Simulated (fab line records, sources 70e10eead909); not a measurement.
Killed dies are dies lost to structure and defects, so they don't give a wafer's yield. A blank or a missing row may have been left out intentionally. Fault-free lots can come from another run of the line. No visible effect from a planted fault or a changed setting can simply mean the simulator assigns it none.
Which tool is to blame?    flow nand harc    39 wafers from 13 lots sampled at 5 of the route's 1302 steps

WHAT THE GAUGES READ, wafer by wafer
NHARC_A_M0_CD_MEAS_16. Usual: cd nm at 80.0 nm, with a standard deviation of 0.76.
lot   measured      on         cd nm (nm)      flag
L821  day 22 21:17  cd sem-02  80.3 79.2 79.9  
L822  day 23 08:58  cd sem-01  80.6 80.4 80.8  
L824  day 23 14:38  cd sem-03  80.1 79.9 80.3  
L825  day 23 20:55  cd sem-01  80.6 80.9 80.3  
L823  day 23 21:23  cd sem-02  81.2 80.6 80.1  
L826  day 25 13:11  cd sem-02  80.7 79.8 81.0  
L829  day 25 22:38  cd sem-03  79.6 80.0 79.9  
L831  day 27 14:07  cd sem-03  77.9 78.5 79.2  
L833  day 27 17:04  cd sem-01  79.7 79.8 79.8  
L834  day 28 11:20  cd sem-01  80.2 80.6 80.8  
L838  day 28 19:22  cd sem-02  81.4 81.4 80.7  
L835  day 28 21:51  cd sem-03  80.8 81.0 80.3  
L844  day 31 21:20  cd sem-01  79.5 78.8 78.5  

NHARC_END_SORT_01. Usual: defect limited yield 91.6 %, standard deviation 2.6; killed at array 51, standard deviation 17; killed at other 1.6, standard deviation 2.1; killed at periphery 4, standard deviation 3.2; killed dies 57, standard deviation 18; killed open 2.9, standard deviation 1.7; killed short 2.3, standard deviation 1.3; sort_bin_2_pct 3.0 %, standard deviation 1.2; sort_bin_3_pct 0.7 %, standard deviation 0.43; sort_bin_4_pct 4.7 %, standard deviation 1.4; sort n pass 620, standard deviation 18; sort rim yield pct 87 %, standard deviation 4.8; sort yield pct 91.6 %, standard deviation 2.6.
lot   measured      on         defect limited yield (%)  killed at array  killed at other  killed at periphery  killed dies  killed open  killed short  sort_bin_2_pct (%)  sort_bin_3_pct (%)  sort_bin_4_pct (%)  sort n pass  sort rim yield pct (%)  sort yield pct (%)  flag
L834  day 30 02:23  prober-02  0 0 0                     665 667 667      0 0 0            12 10 10             677 677 677  3 1 1        0 1 2         92.0 91.7 91.9      0.9 0.9 1.9         7.1 7.4 6.2         0 0 0        0 0 0                   0 0 0               OFF
L838  day 30 10:44  prober-02  0 0 0                     677 674 676      0 0 0            0 3 1                677 677 677  3 4 3        2 1 1         94.5 94.4 96.0      1.2 0.6 0.1         4.3 5.0 3.8         0 0 0        0 0 0                   0 0 0               OFF

EACH LOT AND THE TOOL THAT RAN IT (in order: tool; ch and the chambers of the sampled wafers; start)
lot   NHARC_A_M0_DEGAS_28           NHARC_A_M0_DEP_32                NHARC_A_M1_DEP_00
L821  pvd sputter-02, day 22 21:55  pecvd-04 ch 1,2, day 22 23:41    pecvd-03 ch 1,2, day 23 00:04
L822  pvd sputter-02, day 23 09:35  pecvd-04 ch 0,2, day 23 11:17    pecvd-03 ch 0,1,2, day 23 11:45
L824  pvd sputter-01, day 23 15:17  pecvd-04 ch 0,1,2, day 23 17:44  pecvd-03 ch 0,2, day 23 18:06
L825  pvd sputter-03, day 23 21:32  pecvd-01 ch 0,1, day 23 23:19    pecvd-01 ch 1,2, day 23 23:49
L823  pvd sputter-03, day 23 22:01  pecvd-04 ch 0,2, day 23 23:42    pecvd-04 ch 0,1,2, day 24 00:06
L826  pvd sputter-03, day 25 13:52  pecvd-04 ch 0,1,2, day 25 15:37  pecvd-03 ch 0,1,2, day 25 16:12
L829  pvd sputter-02, day 25 23:16  pecvd-03 ch 1,2, day 26 01:00    pecvd-04 ch 0,1, day 26 01:28
L831  pvd sputter-01, day 27 14:47  pecvd-03 ch 0,1,2, day 27 16:35  pecvd-01 ch 0,1, day 27 16:57
L833  pvd sputter-03, day 27 17:44  pecvd-03 ch 0,1,2, day 27 19:36  pecvd-03 ch 0,1, day 27 20:05
L834  pvd sputter-02, day 28 12:01  pecvd-03 ch 0,1, day 28 13:46    pecvd-04 ch 0,1, day 28 14:13
L838  pvd sputter-02, day 28 19:59  pecvd-01 ch 0,2, day 28 21:47    pecvd-04 ch 1,2, day 28 22:16
L835  pvd sputter-03, day 28 22:28  pecvd-03 ch 0,1,2, day 29 00:17  pecvd-01 ch 0,2, day 29 00:47
L844  pvd sputter-01, day 31 21:57  pecvd-01 ch 0,2, day 31 23:41    pecvd-03 ch 0,1,2, day 32 00:14
- NHARC_A_M0_DEGAS_28: time 60 s.
- NHARC_A_M0_DEP_32: deposits SiCN, target thk 30 nm.
- NHARC_A_M1_DEP_00: deposits SiOC, target thk 182.5 nm.

AS READ BY THE TOOLS THEMSELVES (means over the sampled wafers that have a number; for cases with no such wafer, the mark the record gives instead)
NHARC_A_M0_DEGAS_28. Usual: heater power w at 336 W, with a standard deviation of 29.
lot   tool            heater power w (W)  flag
L821  pvd sputter-02  362                 
L822  pvd sputter-02  361                 
L824  pvd sputter-01  321                 
L825  pvd sputter-03  357                 
L823  pvd sputter-03  334                 
L826  pvd sputter-03  346                 
L829  pvd sputter-02  341                 
L831  pvd sputter-01  266                 
L833  pvd sputter-03  330                 
L834  pvd sputter-02  360                 
L838  pvd sputter-02  366                 
L835  pvd sputter-03  333                 
L844  pvd sputter-01  296                 

NHARC_A_M0_DEP_32. Usual: chamber pressure Torr 3.000 Torr, standard deviation 0.0069; heater power outer w 331 W, standard deviation 73; heater power w 592 W, standard deviation 110.
lot   tool      chamber pressure Torr (Torr)  heater power outer w (W)  heater power w (W)  flag
L821  pecvd-04  3.006                         288                       552                 
L822  pecvd-04  2.996                         336                       619                 
L824  pecvd-04  3.000                         284                       544                 
L825  pecvd-01  2.999                         439                       724                 
L823  pecvd-04  2.997                         313                       584                 
L826  pecvd-04  3.011                         270                       523                 
L829  pecvd-03  2.997                         342                       592                 
L831  pecvd-03  3.002                         363                       609                 
L833  pecvd-03  2.993                         372                       625                 
L834  pecvd-03  2.997                         399                       647                 
L838  pecvd-01  3.007                         352                       635                 
L835  pecvd-03  2.998                         384                       649                 
L844  pecvd-01  3.000                         348                       627                 

NHARC_A_M1_DEP_00. Usual: chamber pressure Torr 4.999 Torr, standard deviation 0.01; rf fwd power W 598.4 W, standard deviation 1.9.
lot   tool      chamber pressure Torr (Torr)  rf fwd power W (W)  flag
L821  pecvd-03  5.003                         599.3               
L822  pecvd-03  4.996                         597.6               
L824  pecvd-03  4.993                         599.4               
L825  pecvd-01  5.001                         601.2               
L823  pecvd-04  4.994                         596.5               
L826  pecvd-03  5.000                         596.2               
L829  pecvd-04  5.016                         598.8               
L831  pecvd-01  4.995                         599.0               
L833  pecvd-03  5.007                         599.3               
L834  pecvd-04  -                             -                   OFF
L838  pecvd-04  -                             -                   OFF
L835  pecvd-01  5.000                         598.2               
L844  pecvd-03  4.999                         597.0               

THE ANSWER, worked out from the rows above alone
Rule: a lot counts as off when the mean over its wafers that have a number is more than 3 standard deviations away from the usual mean. Also off: a lot with no number at a reading for which 4 or more lots have one. The other lots that the step has rows for count as sound. After the gauges, taken in route order, come the tools' own readings; for these a lot's mean is taken, as printed above. The first step at which some lot is off is used, and at that step the reading that is off furthest; a lot without a number counts as furthest.
Off, at NHARC_END_SORT_01 on sort_bin_2_pct: L834, L838. Neither off nor sound, because the step has no rows for them: L821, L822, L824, L825, L823, L826, L829, L831, L833, L835, L844.
A tool fits if, at a process step before that reading, it ran every lot that is off, and no sound lot after the first of them. Not tried: the gauges at NHARC_END_SORT_01; whatever is off there is also off at NHARC_A_M1_DEP_00, on other tools, and gauge error can't account for it. Undecided on this evidence; 2 tools fit (pvd sputter-02 at NHARC_A_M0_DEGAS_28, pecvd-04 at NHARC_A_M1_DEP_00).

WHAT THE SIMULATOR HAD PUT IN
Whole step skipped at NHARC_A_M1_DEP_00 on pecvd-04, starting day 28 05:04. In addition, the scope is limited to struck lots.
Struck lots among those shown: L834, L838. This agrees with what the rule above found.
